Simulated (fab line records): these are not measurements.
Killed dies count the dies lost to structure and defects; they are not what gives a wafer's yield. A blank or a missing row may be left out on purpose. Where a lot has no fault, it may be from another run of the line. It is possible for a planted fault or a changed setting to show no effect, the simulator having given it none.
Chamber matching || flow nand_harc || 3 sister chambers for NHARC_P_M1_PRE_CLEAN_32 on pecvd-02
The step time 12 s. 18 wafers are shown with their chamber, then 9 later ones without.

## WAFERS, EACH WITH ITS CHAMBER
{"wafer": "L074.1", "chamber": 0, "heater_power_outer_w (W)": 357, "heater_power_w (W)": 594}
{"wafer": "L074.2", "chamber": 2, "heater_power_outer_w (W)": 393, "heater_power_w (W)": 694}
{"wafer": "L074.4", "chamber": 0, "heater_power_outer_w (W)": 347, "heater_power_w (W)": 601}
{"wafer": "L075.1", "chamber": 1, "heater_power_outer_w (W)": 338, "heater_power_w (W)": 580}
{"wafer": "L075.3", "chamber": 0, "heater_power_outer_w (W)": 434, "heater_power_w (W)": 719}
{"wafer": "L075.4", "chamber": 1, "heater_power_outer_w (W)": 325, "heater_power_w (W)": 563}
{"wafer": "L080.1", "chamber": 0, "heater_power_outer_w (W)": 427, "heater_power_w (W)": 717}
{"wafer": "L080.2", "chamber": 1, "heater_power_outer_w (W)": 303, "heater_power_w (W)": 535}
{"wafer": "L080.5", "chamber": 2, "heater_power_outer_w (W)": 334, "heater_power_w (W)": 636}
{"wafer": "L087.2", "chamber": 0, "heater_power_outer_w (W)": 412, "heater_power_w (W)": 674}
{"wafer": "L087.3", "chamber": 1, "heater_power_outer_w (W)": 404, "heater_power_w (W)": 693}
{"wafer": "L087.6", "chamber": 0, "heater_power_outer_w (W)": 404, "heater_power_w (W)": 663}
{"wafer": "L090.1", "chamber": 0, "heater_power_outer_w (W)": 405, "heater_power_w (W)": 659}
{"wafer": "L090.2", "chamber": 2, "heater_power_outer_w (W)": 295, "heater_power_w (W)": 602}
{"wafer": "L090.3", "chamber": 1, "heater_power_outer_w (W)": 386, "heater_power_w (W)": 673}
{"wafer": "L092.3", "chamber": 0, "heater_power_outer_w (W)": 415, "heater_power_w (W)": 677}
{"wafer": "L092.4", "chamber": 1, "heater_power_outer_w (W)": 397, "heater_power_w (W)": 669}
{"wafer": "L092.5", "chamber": 2, "heater_power_outer_w (W)": 394, "heater_power_w (W)": 688}

SIGNATURES (averages over the wafers above)
{"reading": "heater_power_outer_w", "chamber 0": 400.12, "chamber 1": 358.83, "chamber 2": 354.00, "scatter within a chamber": 39.1}
{"reading": "heater_power_w", "chamber 0": 663.00, "chamber 1": 618.83, "chamber 2": 655.00, "scatter within a chamber": 53.8}
Rule: for each reading, subtract the chamber's mean from the wafer's reading, divide by that reading's scatter and square the result; add these up over the readings and take the root, which gives the wafer's distance from the chamber. If the next closest chamber is less than 2 further off than the closest, the wafer can't be placed; otherwise it belongs to the closest. The scatter: take each reading less its chamber's mean, square it, sum over the shown wafers, divide by the number of wafers less the number of chambers, and take the root.

## WAFERS WHOSE CHAMBER IS MISSING
{"wafer": "L091.2", "heater_power_outer_w (W)": 348, "heater_power_w (W)": 638}
{"wafer": "L091.3", "heater_power_outer_w (W)": 357, "heater_power_w (W)": 629}
{"wafer": "L091.6", "heater_power_outer_w (W)": 336, "heater_power_w (W)": 648}
{"wafer": "L093.2", "heater_power_outer_w (W)": 372, "heater_power_w (W)": 713}
{"wafer": "L093.3", "heater_power_outer_w (W)": 387, "heater_power_w (W)": 691}
{"wafer": "L093.5", "heater_power_outer_w (W)": 349, "heater_power_w (W)": 598}
{"wafer": "L096.1", "heater_power_outer_w (W)": 325, "heater_power_w (W)": 628}
{"wafer": "L096.3", "heater_power_outer_w (W)": 394, "heater_power_w (W)": 650}
{"wafer": "L096.5", "heater_power_outer_w (W)": 321, "heater_power_w (W)": 631}

## EACH ONE'S CHAMBER
{"wafer": "L091.2", "from the rows above": "can't be placed: 2 or 1 or 0", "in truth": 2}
{"wafer": "L091.3", "from the rows above": "can't be placed: 1 or 2 or 0", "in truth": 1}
{"wafer": "L091.6", "from the rows above": "can't be placed: 2 or 1 or 0", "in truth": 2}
{"wafer": "L093.2", "from the rows above": "can't be placed: 2 or 0 or 1", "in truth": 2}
{"wafer": "L093.3", "from the rows above": "can't be placed: 0 or 2 or 1", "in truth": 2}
{"wafer": "L093.5", "from the rows above": "can't be placed: 1 or 2 or 0", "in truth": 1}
{"wafer": "L096.1", "from the rows above": "can't be placed: 1 or 2 or 0", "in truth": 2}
{"wafer": "L096.3", "from the rows above": "can't be placed: 0 or 2 or 1", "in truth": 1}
{"wafer": "L096.5", "from the rows above": "can't be placed: 2 or 1 or 0", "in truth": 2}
0 of 9 placed correctly. Unplaceable from these rows: 9, with the true chamber sitting among the candidates in 9. Wrongly placed: 0.
